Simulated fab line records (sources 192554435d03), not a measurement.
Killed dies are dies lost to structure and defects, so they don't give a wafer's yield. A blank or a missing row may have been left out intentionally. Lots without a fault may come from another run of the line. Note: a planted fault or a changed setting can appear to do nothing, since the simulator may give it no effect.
Struck lot and sound lot, side by side    flow n5Finfet    18 out of 1938 route steps
Sound: wafers L296.1, L296.2, L296.3. Struck: wafers L316.1, L316.3, L316.4. Last of all comes the cause.
Each step with rows lists, per side, the tool, then ch with its chambers, then its first start. Under that, the readings that differ: sound wafers    struck wafers    difference of the means    sigmas: that difference in standard deviations of wafers without a fault.
alike: same words and numbers on both sides, and readings whose means sit less than 2 such deviations apart. not compared: any withheld reading, any reading some wafer has no value for, any bound like >300 that may hide the same value, and any number with overlapping values for which the record gives no deviation.
A row with sigmas, a row that says differs or no value, or rows on one side alone: a step with any of these is where the two part. When numbers do not overlap yet have no deviation, they are printed without sigmas and do not part them. A reading that every wafer of one side lacks parts them only if that side has two wafers or more.

N5_FIN_SAQP_HM_DEP_03: deposits SiNx from SiH4/NH3/N2, target thk 38 nm, time 33.6 s.
  sound on pecvd-02 ch 0,1,2, day 2 02:49; struck on pecvd-01 ch 0,1, day 7 03:31
reading               sound           struck          difference  sigmas
throttleValvePct (%)  40.2 40.4 41.0  42.9 41.8 42.3  +1.8        +2
  alike: heaterPowerW, showerheadPlenumPTorr
N5_FIN_SAQP_THK_MEAS_05:
  sound on filmMetro-02 at day 2 02:53; struck on filmMetro-02 at day 7 03:38
  alike: thkNm
N5_FIN_SAQP_PECVD_47: deposits a-Si from SiH4/He, target thk 45 nm, time 36.3 s.
  sound on pecvd-04 ch 0,1, day 2 02:56; struck on pecvd-02 ch 1,2, day 7 03:40
  alike: heaterPowerW, showerheadPlenumPTorr, throttleValvePct
N5_FIN_SAQP_PECVD_48: deposits SiNx from SiH4/NH3/N2, target thk 25 nm, time 22.1 s.
  sound on pecvd-04 ch 0,1, day 2 02:59; struck on pecvd-02 ch 1,2, day 7 03:43
  alike: heaterPowerW, showerheadPlenumPTorr, throttleValvePct
N5_FIN_SAQP_PECVD_06: deposits a-Si from SiH4/He, target thk 60 nm, time 48.1 s.
  sound on pecvd-04 ch 0,1, day 2 03:03; struck on pecvd-02 ch 1,2, day 7 03:45
  alike: heaterPowerW, showerheadPlenumPTorr, throttleValvePct
N5_FIN_SAQP_THK_MEAS_07:
  sound on filmMetro-02 at day 2 03:10; struck on filmMetro-01 at day 7 03:50
  alike: thkNm
N5_FIN_SAQP_HM_DEP_72: deposits SiO2 from SiH4/N2O, target thk 12 nm, time 7.2 s.
  sound on pecvd-02 ch 0,1,2, day 2 03:12; struck on pecvd-04 ch 1,2, day 7 03:53
  alike: heaterPowerW, showerheadPlenumPTorr
then, 5 steps without rows for these wafers: N5_FIN_SAQP_COAT_49 (time 60 s, resist thk 100 nm); N5_FIN_SAQP_COAT_50 (time 60 s, resist thk 35 nm); N5_FIN_SAQP_COAT_10 (resist thk 90 nm); N5_FIN_SAQP_EBR_12; N5_FIN_SAQP_SOFTBAKE_11 (time 60 s).
N5_FIN_SAQP_EXPOSE_13: exposes mask FIN CORE, target cd 35.6 nm.
  sound on arfiScanner-02 ch 0, day 2 03:24; struck on arfiScanner-01 ch 0, day 7 04:04
reading                         sound                 struck             difference  sigmas
model.FIN_SAQP.overlayXNm (nm)  0.1382 0.1382 0.1382  4.857 4.857 4.857  +4.719      
  alike: mask
then, 2 steps without rows for these wafers: N5_FIN_SAQP_PEB_14 (peb time 60 s); N5_FIN_SAQP_DEVELOP_15 (develop time 30 s).
N5_FIN_SAQP_CD_MEAS_16: the cd target is 35.6 nm.
  sound on cdSem-03 ch 0, day 2 03:32; struck on cdSem-02 ch 0, day 7 04:12
  alike: cdNm
N5_FIN_SAQP_OVL_MEAS_17:
  sound on overlay-02 ch 0, day 2 03:34; struck on overlay-01 ch 0, day 7 04:14
reading            sound         struck       difference  sigmas
FIN_CORE_OVL (nm)  1.0 0.7 -0.8  3.5 4.8 5.4  +4.3        +4
N5_FIN_SAQP_INSPECT_18: inspects for defects (brightfield).
  sound on defectInspect-01 at day 2 03:35; struck on defectInspect-02 at day 7 04:16
  alike: rawDefectCount

WHERE THEY PART
First at N5_FIN_SAQP_HM_DEP_03; last, within this record, at N5_FIN_SAQP_OVL_MEAS_17. Later steps at which nothing parts them and some readings are alike: N5_FIN_SAQP_INSPECT_18.

WHY: the cause the simulator had injected
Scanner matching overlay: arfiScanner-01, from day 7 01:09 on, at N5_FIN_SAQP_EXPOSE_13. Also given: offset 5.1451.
